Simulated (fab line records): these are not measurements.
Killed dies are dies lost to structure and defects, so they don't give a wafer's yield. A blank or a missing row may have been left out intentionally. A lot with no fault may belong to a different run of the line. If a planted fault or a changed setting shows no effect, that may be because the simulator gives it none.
Chamber matching    flow n5Finfet    N5_BEOL_M8_STRIP_67 on rieDiel-03 has 4 sister chambers
The step strips in CF4. 4 wafers are shown with their chamber, then 11 later ones without.

## EACH WAFER AND ITS CHAMBER
wafer   chamber  showerheadPlenumPTorr (Torr)
L079.3  2        1.79
L079.6  1        1.82
L085.1  0        1.78
L086.1  3        1.89

## WAFERS WITHOUT THEIR CHAMBER
wafer   showerheadPlenumPTorr (Torr)
L086.3  1.79
L086.5  1.78
L093.1  1.82
L093.3  1.77
L093.6  1.82
L096.1  1.81
L096.3  1.77
L096.5  1.81
L097.1  1.78
L097.3  1.88
L097.5  1.81

## WHICH CHAMBER EACH WENT THROUGH
wafer   from the rows above      in truth
L086.3  can't be placed: 2 or 0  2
L086.5  can't be placed: 0 or 2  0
L093.1  1                        1
L093.3  can't be placed: 0 or 2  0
L093.6  1                        1
L096.1  can't be placed: 1 or 2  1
L096.3  can't be placed: 0 or 2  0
L096.5  can't be placed: 1 or 2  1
L097.1  can't be placed: 0 or 2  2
L097.3  3                        3
L097.5  can't be placed: 1 or 2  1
Placed correctly: 3 of 11. These rows do not allow placing 8 (true chamber among the candidates in 8). Wrongly placed: 0.
How it was worked out, from the rows above alone: a wafer's distance from a chamber is the root of the sum, over the readings, of the square of ((its reading less the chamber's mean) divided by the reading's scatter). The wafer belongs to the nearest chamber; if the next one is less than 2 further off, it can't be placed. The mean given for a chamber averages the wafers shown for that chamber. The scatter: with one shown wafer a chamber, the root of the mean of the squares of how far each hidden wafer lies from its nearest shown one.
